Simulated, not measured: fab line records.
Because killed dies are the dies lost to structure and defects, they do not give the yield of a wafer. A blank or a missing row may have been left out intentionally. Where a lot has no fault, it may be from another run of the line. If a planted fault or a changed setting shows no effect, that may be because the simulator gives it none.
fab line records	flow n5-finfet
[record] lots = 10	wafers = 30	last-day = 18
route steps=1938 shown BEOL_M2@914 BEOL_M3@933 BEOL_M4@1111 PASSIVATION@1936
lots with no fault: from the same line, run without faults
start-h: hours from the record's opening day to when the first of the lot's shown wafers began	wait-h: how many hours have passed since the lot's step before this one	" unchanged from the row above	L1.1+2: several wafers, shown together as one row	- no value present, or no start provided	* or withheld: withheld	< > ~ a bound
route shown NAME@n: NAME is a module with steps in the file, n the number in the route of the first one	usual: mean/standard deviation taken from wafers without a fault	same: alike in all rows	chamber/n: place in a boat	sites: each site's reading	_std_site: their standard deviation	_edge_site: the outer-site mean with the inner-site mean subtracted	radius-mm: how far each site lies from the wafer's centre	mask NAME#n: copy n	behind: tool/chamber where the wafer was last shaped	hold: what put the lot on hold/how long, in hours/how the hold closed	device: whichever transistor did not switch (one of n, p or np)	end of line: tests of these same wafers at the route's end	where a step has no rows: the recipe by itself	killed: dies that structure and defects cost at the first sort, which is not the same as the wafer's yield	map: shows each die of a wafer: x if killed, . if not, _ if none is there
set.NAME: the setting that was run; set.NAME@STEP: the one run at that earlier step	model.NAME: the simulator's own value behind a step, which no gauge read
a sample of lots followed through the steps of the route, with each step as a table and each wafer as a row
services: when a tool's chamber went out of use (start-h, in hours from the record's first day, below 0 if earlier), for how many hours, and the reason
[[steps]]
[step N5_BEOL_M2_SPUTTER_90]
[recipe] material = Cu	target-thk-a = 45	temp-c = -20	chamber-pressure-pa = 0.07	power-w = withheld	time-s = 8.29
[usual] susceptor-temp-C = -20.00/0.11	throttle-valve-pct = 29.9/1
lot.wafer	tool	chamber	start-h	wait-h	susceptor-temp-C	throttle-valve-pct
L915.3	pvd-sputter-03	-	142.23	0.1	-19.94	30.3
L915.4	"	-	"	"	-20.05	28.0
L915.6	"	-	"	"	-19.92	28.3
L916.1	pvd-sputter-03	-	151.00	0.1	-20.19	29.7
L916.3	"	-	"	"	-20.05	29.5
L916.5	"	-	"	"	-20.00	29.2
L922.1	pvd-sputter-03	-	191.14	0.1	-20.07	29.2
L922.3	"	-	"	"	-20.08	30.2
L922.6	"	-	"	"	-20.05	30.4
L925.1	pvd-sputter-03	-	202.07	0.1	-19.92	30.2
L925.4	"	-	"	"	-20.03	29.3
L925.6	"	-	"	"	-20.17	28.3
L926.2	pvd-sputter-03	-	205.85	0.1	-19.99	30.1
L926.3	"	-	"	"	-20.08	29.7
L926.4	"	-	"	"	-20.11	29.4
L927.1	pvd-sputter-02	-	220.39	0.1	-19.93	29.1
L927.2	"	-	"	"	-20.01	31.6
L927.3	"	-	"	"	-20.11	29.9
L932.2	pvd-sputter-02	-	260.52	0.1	-20.18	30.3
L932.4	"	-	"	"	-20.01	29.5
L932.5	"	-	"	"	-20.07	31.7
L936.2	pvd-sputter-02	-	270.04	0.1	-19.88	30.5
L936.3	"	-	"	"	-19.99	30.7
L936.5	"	-	"	"	-20.07	31.9
L933.1	pvd-sputter-01	-	270.64	0.1	-20.15	29.3
L933.2	"	-	"	"	-19.96	31.3
L933.5	"	-	"	"	-19.87	31.0
L937.2	pvd-sputter-02	-	272.90	0.1	-19.74	30.7
L937.4	"	-	"	"	-19.99	32.0
L937.6	"	-	"	"	-20.24	32.0
[step N5_BEOL_M2_SPUTTER_96]
[recipe] material = Cu	target-thk-a = 45	temp-c = -20	chamber-pressure-pa = 0.07	power-w = withheld	time-s = 8.29
[usual] susceptor-temp-C = -19.99/0.1	throttle-valve-pct = 29.9/1
lot.wafer	tool	chamber	start-h	wait-h	susceptor-temp-C	throttle-valve-pct
L915.3	pvd-sputter-03	-	142.89	0.1	-19.83	30.1
L915.4	"	-	"	"	-19.92	28.2
L915.6	"	-	"	"	-19.97	28.4
L916.1	pvd-sputter-03	-	151.66	0.1	-19.98	29.5
L916.3	"	-	"	"	-20.00	29.4
L916.5	"	-	"	"	-19.90	29.2
L922.1	pvd-sputter-03	-	191.80	0.1	-19.87	29.3
L922.3	"	-	"	"	-20.03	30.3
L922.6	"	-	"	"	-20.03	30.2
L925.1	pvd-sputter-03	-	202.73	0.1	-20.02	30.2
L925.4	"	-	"	"	-19.79	29.3
L925.6	"	-	"	"	-20.07	28.3
L926.2	pvd-sputter-03	-	206.51	0.1	-19.94	30.1
L926.3	"	-	"	"	-19.81	29.7
L926.4	"	-	"	"	-20.08	29.2
L927.1	pvd-sputter-02	-	221.05	0.1	-20.12	29.6
L927.2	"	-	"	"	-19.96	31.6
L927.3	"	-	"	"	-19.88	30.1
L932.2	pvd-sputter-02	-	261.18	0.1	-20.03	30.8
L932.4	"	-	"	"	-20.04	29.1
L932.5	"	-	"	"	-20.06	31.7
L936.2	pvd-sputter-02	-	270.70	0.1	-19.91	30.2
L936.3	"	-	"	"	-20.04	30.4
L936.5	"	-	"	"	-19.90	31.9
L933.1	pvd-sputter-01	-	271.30	0.1	-20.27	29.1
L933.2	"	-	"	"	-20.15	31.3
L933.5	"	-	"	"	-20.13	31.2
L937.2	pvd-sputter-02	-	273.56	0.1	-20.01	30.7
L937.4	"	-	"	"	-20.03	31.8
L937.6	"	-	"	"	-20.03	31.5
[step N5_BEOL_M2_INSPECT_59]
[recipe] inspect-instrument = darkfield	mode = post-dep
[usual] raw-defect-count = 70/22
lot.wafer	tool	chamber	start-h	wait-h	raw-defect-count
L915.3	defect-inspect-01	-	143.96	0.0	56
L915.4	"	-	"	"	66
L915.6	"	-	"	"	51
L916.1	defect-inspect-02	-	152.76	0.0	58
L916.3	"	-	"	"	87
L916.5	"	-	"	"	97
L922.1	defect-inspect-01	-	192.87	0.0	57
L922.3	"	-	"	"	64
L922.6	"	-	"	"	80
L925.1	defect-inspect-02	-	203.82	0.0	66
L925.4	"	-	"	"	81
L925.6	"	-	"	"	61
L926.2	defect-inspect-02	-	207.58	0.0	56
L926.3	"	-	"	"	83
L926.4	"	-	"	"	68
L927.1	defect-inspect-01	-	222.14	0.0	77
L927.2	"	-	"	"	69
L927.3	"	-	"	"	45
L932.2	defect-inspect-02	-	262.25	0.0	65
L932.4	"	-	"	"	34
L932.5	"	-	"	"	53
L933.1	defect-inspect-02	-	272.40	0.0	58
L933.2	"	-	"	"	71
L933.5	"	-	"	"	51
L936.2	defect-inspect-01	-	272.59	0.0	95
L936.3	"	-	"	"	51
L936.5	"	-	"	"	117
L937.2	defect-inspect-01	-	274.64	0.0	50
L937.4	"	-	"	"	55
L937.6	"	-	"	"	74
[step N5_BEOL_M3_PECVD_72]
[recipe] material = SiO2	target-thk-a = 160	temp-c = 400	precursor = TEOS/O2	pressure-torr = 5.5	rf-w = 450	teos-flow-sccm = 53.8	gas = O2	flow-sccm = 3000	time-s = 18
[usual] chamber-pressure-Torr = 5.501/0.012	heater-power-w = 682/92	showerhead-plenum-p-Torr = 8.78/0.066	susceptor-temp-C = 400.01/0.21	throttle-valve-pct = 22.0/1.3
lot.wafer	tool	chamber	start-h	wait-h	chamber-pressure-Torr	heater-power-w	showerhead-plenum-p-Torr	susceptor-temp-C	throttle-valve-pct
L915.3	pecvd-03	0	144.10	0.0	5.509	822	8.85	399.81	21.2
L915.4	"	2	"	"	5.502	714	8.80	400.22	24.1
L915.6	"	0	"	"	5.498	801	8.86	400.07	21.5
L916.1	pecvd-02	1	152.91	0.0	5.496	549	8.69	399.84	22.6
L916.3	"	2	"	"	5.503	772	8.89	399.94	19.8
L916.5	"	1	"	"	5.498	565	8.69	399.78	22.2
L922.1	pecvd-02	2	193.02	0.0	5.503	697	8.85	399.83	19.8
L922.3	"	1	"	"	5.516	584	8.69	399.73	22.4
L922.6	"	2	"	"	5.486	720	8.87	399.93	20.1
L925.1	pecvd-02	1	203.98	0.0	5.504	587	8.69	404.98	22.1
L925.4	"	1	"	"	5.500	590	8.66	404.82	22.6
L925.6	"	1	"	"	5.500	577	8.67	404.87	22.2
L926.2	pecvd-02	1	207.74	0.0	5.493	548	8.68	404.99	22.1
L926.3	"	0	"	"	5.496	670	8.76	404.66	23.5
L926.4	"	1	"	"	5.491	553	8.69	405.07	22.4
L927.1	pecvd-01	0	222.31	0.0	5.503	692	8.83	399.90	22.3
L927.2	"	1	"	"	5.508	869	8.77	400.01	23.4
L927.3	"	2	"	"	5.495	638	8.80	400.23	20.7
L932.2	pecvd-01	0	262.40	0.0	5.505	676	8.82	400.13	21.9
L932.4	"	0	"	"	5.502	691	8.84	400.11	22.1
L932.5	"	1	"	"	5.506	758	8.77	400.13	23.7
L933.1	pecvd-02	1	272.56	0.0	5.507	578	8.69	399.57	22.3
L933.2	"	0	"	"	5.502	583	8.75	399.91	23.3
L933.5	"	1	"	"	5.497	575	8.69	399.86	22.5
L936.2	pecvd-01	0	272.74	0.0	5.510	587	8.83	400.27	22.2
L936.3	"	1	"	"	5.503	822	8.79	400.00	23.8
L936.5	"	1	"	"	5.491	824	8.79	400.21	23.8
L937.2	pecvd-02	2	274.79	0.0	5.508	746	8.84	399.95	20.0
L937.4	"	0	"	"	5.486	633	8.74	399.77	23.5
L937.6	"	1	"	"	5.515	560	8.69	399.91	22.6
[step N5_BEOL_M4_RC_MEAS_101]
[usual] DIBL_N = 36.0/2	DIBL_P = 36.2/2.2	IOFF_N = 0.16/0.034	IOFF_P = 0.21/0.04	ION_N = 675/12	ION_P = 463/7.2	SS_N = 71.6/0.6	SS_P = 73.3/0.67	VT_N = 250/3	VT_P = -251/3.4
lot.wafer	tool	chamber	start-h	wait-h	DIBL_N[mV/V]	DIBL_P[mV/V]	IOFF_N[nA/um]	IOFF_P[nA/um]	ION_N[uA/um]	ION_P[uA/um]	SS_N[mV/dec]	SS_P[mV/dec]	VT_N[mV]	VT_P[mV]
L915.3	prober-02	0	169.71	0.3	37.7	36.6	0.17	0.21	670	452	72.3	74.3	251	-252
L915.4	"	0	"	"	35.6	34.6	0.12	0.18	662	457	72.2	73.1	253	-255
L915.6	"	0	"	"	35.6	34.4	0.14	0.18	650	451	71.8	73.6	250	-256
L916.1	prober-01	0	178.60	0.0	38.6	39.1	0.22	0.26	692	468	71.6	73.7	248	-250
L916.3	"	0	"	"	37.0	37.7	0.19	0.24	684	467	71.2	73.8	246	-248
L916.5	"	0	"	"	36.2	36.8	0.18	0.22	683	464	71.8	73.9	245	-250
L922.1	prober-01	0	217.68	0.0	38.6	39.9	0.24	0.29	697	474	72.4	74.3	242	-245
L922.3	"	0	"	"	36.6	37.6	0.20	0.25	680	462	71.6	73.6	245	-248
L922.6	"	0	"	"	37.7	38.0	0.22	0.26	693	470	72.3	73.6	245	-248
L925.1	prober-02	0	234.64	0.0	35.9	37.2	0.18	0.21	686	464	71.9	73.5	248	-253
L925.4	"	0	"	"	36.1	37.2	0.19	0.22	687	464	71.7	73.9	248	-251
L925.6	"	0	"	"	36.6	37.4	0.19	0.22	688	462	72.1	73.7	248	-252
L926.2	prober-01	0	242.75	0.2	40.9	40.8	0.20	0.26	700	469	71.1	75.2	247	-249
L926.3	"	0	"	"	40.6	40.0	0.20	0.25	687	466	71.7	74.1	247	-249
L926.4	"	0	"	"	39.4	38.3	0.18	0.22	697	470	71.0	74.0	249	-250
L927.1	prober-01	0	245.20	0.0	37.9	39.9	0.20	0.28	682	468	72.1	74.6	244	-246
L927.2	"	0	"	"	37.9	39.9	0.20	0.29	694	481	72.4	73.7	245	-246
L927.3	"	0	"	"	35.4	36.6	0.16	0.24	678	470	71.5	73.3	248	-248
L932.2	prober-02	0	279.87	0.2	34.0	35.0	0.12	0.19	664	466	70.8	73.1	256	-253
L932.4	"	0	"	"	35.0	35.1	0.13	0.19	669	453	71.7	73.5	253	-253
L932.5	"	0	"	"	33.0	33.5	0.11	0.17	653	459	70.2	72.1	256	-252
L937.2	prober-01	0	311.77	0.2	39.8	39.3	0.24	0.29	696	470	72.4	74.2	243	-246
L937.4	"	0	"	"	35.9	36.6	0.17	0.23	690	464	71.0	72.5	247	-247
L937.6	"	0	"	"	35.3	35.1	0.15	0.21	669	467	71.4	72.7	251	-252
L933.1	prober-01	0	312.55	0.7	33.4	32.6	0.12	0.18	668	465	70.8	72.4	254	-252
L933.2	"	0	"	"	39.1	40.0	0.22	0.32	695	480	72.0	74.7	245	-243
L933.5	"	0	"	"	38.7	39.9	0.21	0.30	685	468	72.5	74.8	247	-247
L936.2	prober-02	0	314.82	0.2	36.8	36.9	0.16	0.20	672	463	71.1	73.5	249	-253
L936.3	"	0	"	"	38.6	37.4	0.20	0.21	692	465	71.9	73.9	247	-251
L936.5	"	0	"	"	34.2	32.8	0.13	0.16	664	452	71.2	71.9	252	-254
[step N5_PASSIVATION_PROBE_49]
[usual] defect-limited-yield = 91.5/1.5	killed_at_M0_to_M3 = 33/10	killed_at_M4_up = 15/6.4	killed-at-contacts = 12/5.4	killed-at-front-end = 38/9.8	killed-at-other = 4/3.1	killed-dies = 101/18	killed-open = 67/14	killed-short = 33/7.9	sort_bin_5_function = 5.0/1	sort_bin_6_memory = 3.2/0.67	sort-n-pass = 1079/18	sort-yield-pct = 91.5/1.5
[same] gross-dies = 1180	killed-at-back-side = 0	sort_bin_4_leakage[%] = 0	sort_bin_8_speed[%] = 0
lot.wafer	tool	chamber	start-h	wait-h	defect-limited-yield[%]	killed_at_M0_to_M3	killed_at_M4_up	killed-at-contacts	killed-at-front-end	killed-at-other	killed-dies	killed-open	killed-short	sort_bin_5_function[%]	sort_bin_6_memory[%]	sort-n-pass	sort-yield-pct[%]
L915.3	prober-02	-	268.39	0.1	92.2	37	8	11	35	1	92	49	42	4.7	2.6	1088	92.2
L915.4	prober-02	-	268.44	0.2	90.6	33	22	10	45	1	111	67	44	6.7	2.5	1069	90.6
L915.6	prober-02	-	268.54	0.3	92.5	25	15	18	31	0	89	62	26	4.4	2.8	1091	92.5
L925.1	prober-01	-	350.56	0.0	93.4	25	12	6	23	12	78	48	30	3.8	2.5	1102	93.4
L925.4	prober-01	-	350.71	0.2	91.6	22	21	12	39	5	99	59	38	4.8	2.9	1081	91.6
L925.6	prober-01	-	350.81	0.3	92.5	21	8	14	41	4	88	60	27	4.7	2.5	1092	92.5
L926.2	prober-02	-	376.88	0.1	92.1	22	17	11	40	3	93	62	31	3.7	3.8	1087	92.1
L926.3	prober-02	-	376.93	0.1	91.7	32	13	14	37	2	98	62	36	4.8	3.2	1082	91.7
L926.4	prober-02	-	376.98	0.2	92.5	22	9	12	39	6	88	57	29	3.9	3.1	1092	92.5
L927.1	prober-01	-	390.30	0.0	90.3	30	16	12	52	5	115	61	54	6.3	3.3	1065	90.3
L927.2	prober-01	-	390.35	0.1	91.4	40	11	10	35	6	102	69	33	5.5	2.9	1078	91.4
L927.3	prober-01	-	390.40	0.1	93.7	21	18	8	24	3	74	53	21	3.0	3.0	1106	93.7
L932.2	prober-02	-	404.50	0.1	90.8	29	20	11	46	2	108	77	27	5.8	3.4	1072	90.8
L932.4	prober-02	-	404.60	0.2	91.1	42	17	3	38	5	105	66	36	4.8	3.6	1075	91.1
L932.5	prober-02	-	404.65	0.2	90.8	30	18	20	36	4	108	79	28	5.0	4.1	1072	90.8
L933.1	prober-02	-	433.47	0.0	91.1	36	9	18	40	2	105	66	38	4.8	3.5	1075	91.1
L933.2	prober-02	-	433.52	0.1	87.5	48	17	13	63	6	147	95	50	7.5	4.4	1033	87.5
L933.5	prober-02	-	433.67	0.2	89.1	41	23	21	40	4	129	96	33	6.9	4.0	1051	89.1
L936.2	prober-01	-	435.42	0.1	90.1	50	20	10	34	3	117	81	36	5.5	3.9	1063	90.1
L936.3	prober-01	-	435.47	0.1	92.5	34	13	4	34	4	89	52	35	4.8	2.5	1091	92.5
L936.5	prober-01	-	435.57	0.2	93.8	29	14	7	21	2	73	49	23	3.7	2.5	1107	93.8
// killed by level:class
L915.3 BEOL_M0_SAQP:geometric-particle:short=10 FIN_SAQP:geometric-particle:short=8 MOL_CONTACT_COAG:geometric-particle:open=7 GATE_CUT:geometric-particle:short=7 BEOL_M3:geometric-particle:open=6 BEOL_M0_SAQP:geometric-particle:open=5 BEOL_M1:geometric-particle:open=5 BEOL_M2:geometric-particle:open=5
L915.4 BEOL_M4:geometric-particle:open=11 FIN_SAQP:geometric-particle:short=9 STI_FIN_REVEAL:geometric-particle:open=8 FIN_SAQP:geometric-particle:open=7 MOL_CONTACT_COAG:geometric-particle:open=7 BEOL_M3:geometric-particle:open=7 GATE_CUT:geometric-particle:short=6 BEOL_M0_SAQP:geometric-particle:open=6
L915.6 MOL_CONTACT_COAG:geometric-particle:open=14 BEOL_M4:geometric-particle:open=10 BEOL_M3:geometric-particle:open=9 FIN_SAQP:geometric-particle:short=7 STI_FIN_REVEAL:geometric-particle:open=7 FIN_SAQP:geometric-particle:open=6 BEOL_M0_SAQP:geometric-particle:short=4 DUMMY_GATE:geometric-particle:open=3
L925.1 FIN_SAQP:geometric-particle:short=8 BEOL_M1:geometric-particle:open=7 PASS1_CAP:geometric-particle:short=6 MOL_CONTACT_COAG:geometric-particle:open=5 BEOL_M0_SAQP:geometric-particle:short=5 BEOL_M4:geometric-particle:open=5 PASS1_CAP:geometric-particle:open=5 DUMMY_GATE:geometric-particle:open=4
L925.4 MOL_CONTACT_COAG:geometric-particle:open=9 BEOL_M4:geometric-particle:open=7 FIN_SAQP:geometric-particle:short=5 GATE_CUT:geometric-particle:open=5 BEOL_M0_SAQP:geometric-particle:short=5 BEOL_M0_SAQP:geometric-particle:open=5 BEOL_M5:geometric-particle:open=5 GATE_CUT:geometric-particle:short=4
L925.6 FIN_SAQP:geometric-particle:open=15 MOL_CONTACT_COAG:geometric-particle:open=11 FIN_SAQP:geometric-particle:short=7 BEOL_M1:geometric-particle:open=6 STI_FIN_REVEAL:geometric-particle:open=4 GATE_CUT:geometric-particle:short=4 BEOL_M3:geometric-particle:open=4 MOL_CONTACT_COAG:geometric-particle:short=3
L926.2 FIN_SAQP:geometric-particle:open=16 BEOL_M0_SAQP:geometric-particle:short=12 BEOL_M4:geometric-particle:open=12 STI_FIN_REVEAL:geometric-particle:open=10 MOL_CONTACT_COAG:geometric-particle:open=8 FIN_SAQP:geometric-particle:short=4 BEOL_M0_SAQP:geometric-particle:open=4 GATE_CUT:geometric-particle:short=3
L926.3 BEOL_M0_SAQP:geometric-particle:short=17 MOL_CONTACT_COAG:geometric-particle:open=12 STI_FIN_REVEAL:geometric-particle:open=9 BEOL_M0_SAQP:geometric-particle:open=9 BEOL_M4:geometric-particle:open=9 FIN_SAQP:geometric-particle:open=5 FIN_SAQP:geometric-particle:short=4 STI_FIN_REVEAL:geometric-particle:short=4
L926.4 STI_FIN_REVEAL:geometric-particle:open=13 MOL_CONTACT_COAG:geometric-particle:open=11 BEOL_M0_SAQP:geometric-particle:short=8 FIN_SAQP:geometric-particle:open=5 BEOL_M0_SAQP:geometric-particle:open=5 FIN_SAQP:geometric-particle:short=4 BEOL_M2:geometric-particle:open=4 MIM_TOP:geometric-particle:open=4
L927.1 FIN_SAQP:geometric-particle:short=16 FIN_SAQP:geometric-particle:open=12 BEOL_M0_SAQP:geometric-particle:short=11 BEOL_M0_SAQP:geometric-particle:open=11 MOL_CONTACT_COAG:geometric-particle:open=10 BEOL_M4:geometric-particle:short=9 STI_FIN_REVEAL:geometric-particle:open=7 DUMMY_GATE:geometric-particle:short=4
L927.2 FIN_SAQP:geometric-particle:open=11 BEOL_M2:geometric-particle:open=7 STI_FIN_REVEAL:geometric-particle:open=6 MOL_CONTACT_COAG:geometric-particle:open=6 BEOL_M0_SAQP:geometric-particle:short=5 BEOL_M0_SAQP:geometric-particle:open=5 BEOL_M0:geometric-particle:open=5 BEOL_M1:geometric-particle:open=5
L927.3 BEOL_M4:geometric-particle:open=11 BEOL_M0_SAQP:geometric-particle:open=9 MOL_CONTACT_COAG:geometric-particle:open=7 DUMMY_GATE:geometric-particle:open=5 GATE_CUT:geometric-particle:short=5 BEOL_M0_SAQP:geometric-particle:short=5 FIN_SAQP:geometric-particle:short=4 STI_FIN_REVEAL:geometric-particle:open=4
L932.2 BEOL_M1:geometric-particle:open=12 MOL_CONTACT_COAG:geometric-particle:open=10 STI_FIN_REVEAL:geometric-particle:open=8 BEOL_M4:geometric-particle:open=8 BEOL_M3:geometric-particle:open=7 FIN_SAQP:geometric-particle:open=6 FIN_SAQP:geometric-particle:short=6 DUMMY_GATE:geometric-particle:open=4
L932.4 STI_FIN_REVEAL:geometric-particle:open=12 BEOL_M1:geometric-particle:open=10 BEOL_M4:geometric-particle:open=10 BEOL_M2:geometric-particle:open=9 STARTING-WAFER:geometric-particle:short=6 BEOL_M0_SAQP:geometric-particle:open=5 FIN_SAQP:geometric-particle:open=3 BEOL_M0_SAQP:geometric-particle:short=3
L932.5 MOL_CONTACT_COAG:geometric-particle:open=15 BEOL_M1:geometric-particle:open=9 BEOL_M4:geometric-particle:open=8 STI_FIN_REVEAL:geometric-particle:open=7 MOL_CONTACT_COAG:geometric-particle:short=5 BEOL_M3:geometric-particle:open=5 FIN_SAQP:geometric-particle:open=4 DUMMY_GATE:geometric-particle:open=4
L933.1 MOL_CONTACT_COAG:geometric-particle:open=15 BEOL_M0_SAQP:geometric-particle:open=11 FIN_SAQP:geometric-particle:open=8 BEOL_M0_SAQP:geometric-particle:short=8 BEOL_M1:geometric-particle:open=6 DUMMY_GATE:geometric-particle:open=5 GATE_CUT:geometric-particle:short=5 BEOL_M0:geometric-particle:short=5
L933.2 MOL_CONTACT_COAG:geometric-particle:open=12 FIN_SAQP:geometric-particle:open=11 STI_FIN_REVEAL:geometric-particle:open=11 BEOL_M0_SAQP:geometric-particle:short=11 BEOL_M0_SAQP:geometric-particle:open=11 BEOL_M2:geometric-particle:open=10 BEOL_M4:geometric-particle:open=7 FIN_SAQP:geometric-particle:short=6
L933.5 MOL_CONTACT_COAG:geometric-particle:open=18 BEOL_M1:geometric-particle:open=12 DUMMY_GATE:geometric-particle:open=10 FIN_SAQP:geometric-particle:open=7 BEOL_M0_SAQP:geometric-particle:open=7 BEOL_M4:geometric-particle:open=7 BEOL_M3:geometric-particle:open=6 BEOL_M1:geometric-particle:short=6
L936.2 BEOL_M0_SAQP:geometric-particle:open=13 FIN_SAQP:geometric-particle:short=11 BEOL_M0_SAQP:geometric-particle:short=11 MOL_CONTACT_COAG:geometric-particle:open=10 BEOL_M0:geometric-particle:open=10 FIN_SAQP:geometric-particle:open=7 BEOL_M4:geometric-particle:open=7 DUMMY_GATE:geometric-particle:open=6
L936.3 BEOL_M0_SAQP:geometric-particle:open=11 FIN_SAQP:geometric-particle:short=10 BEOL_M0_SAQP:geometric-particle:short=10 FIN_SAQP:geometric-particle:open=8 STI_FIN_REVEAL:geometric-particle:open=5 MOL_CONTACT_COAG:geometric-particle:open=4 GATE_CUT:geometric-particle:short=3 BEOL_M1:geometric-particle:open=3
L936.5 BEOL_M0_SAQP:geometric-particle:open=8 BEOL_M0_SAQP:geometric-particle:short=6 BEOL_M4:geometric-particle:open=6 BEOL_M2:geometric-particle:open=5 MOL_CONTACT_COAG:geometric-particle:open=4 FIN_SAQP:geometric-particle:short=3 DUMMY_GATE:geometric-particle:open=3 MOL_CONTACT_COAG:geometric-particle:short=3
[[services]]
tool	chamber	start-h	hours	kind
pecvd-01	0	124.34	8.1	repair
pecvd-02	-	144.48	2.8	pm
pecvd-02	0	159.36	2.1	scheduled-down
pecvd-02	-	177.29	1.3	repair
pecvd-01	2	187.71	5.5	scheduled-down
pecvd-02	0	199.26	5.5	scheduled-down
pecvd-03	2	202.38	-	clean
pecvd-03	2	202.38	-	consumable-replace:showerhead
pecvd-03	2	202.38	29.0	scheduled-down
pecvd-03	2	202.38	29.0	vent-cycle
pecvd-03	-	255.45	3.2	repair
pecvd-03	0	264.70	12.5	repair
pecvd-02	2	268.35	5.5	scheduled-down
pvd-sputter-01	-	272.12	7.8	repair
[[key]]
[first-sign] step = N5_BEOL_M3_PECVD_72	reading = susceptor-temp-C	direction = up	sigmas = 24	usual = *	struck = *
effect none on later readings
met-at N5_BEOL_M3_PECVD_72
struck-lots L925,L926
not-acting-at N5_BEOL_M2_SPUTTER_90,N5_BEOL_M2_SPUTTER_96,N5_BEOL_M2_INSPECT_59
onset-between 193.02 203.98
[fault] kind = process-parameter-drift	tool = pecvd-02	chamber = -	onset-h = 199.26	steps = N5_BEOL_M3_PECVD_72	channel = temp-c	offset = *	shape = step	end-h = 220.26	acts-in = *	stated = *
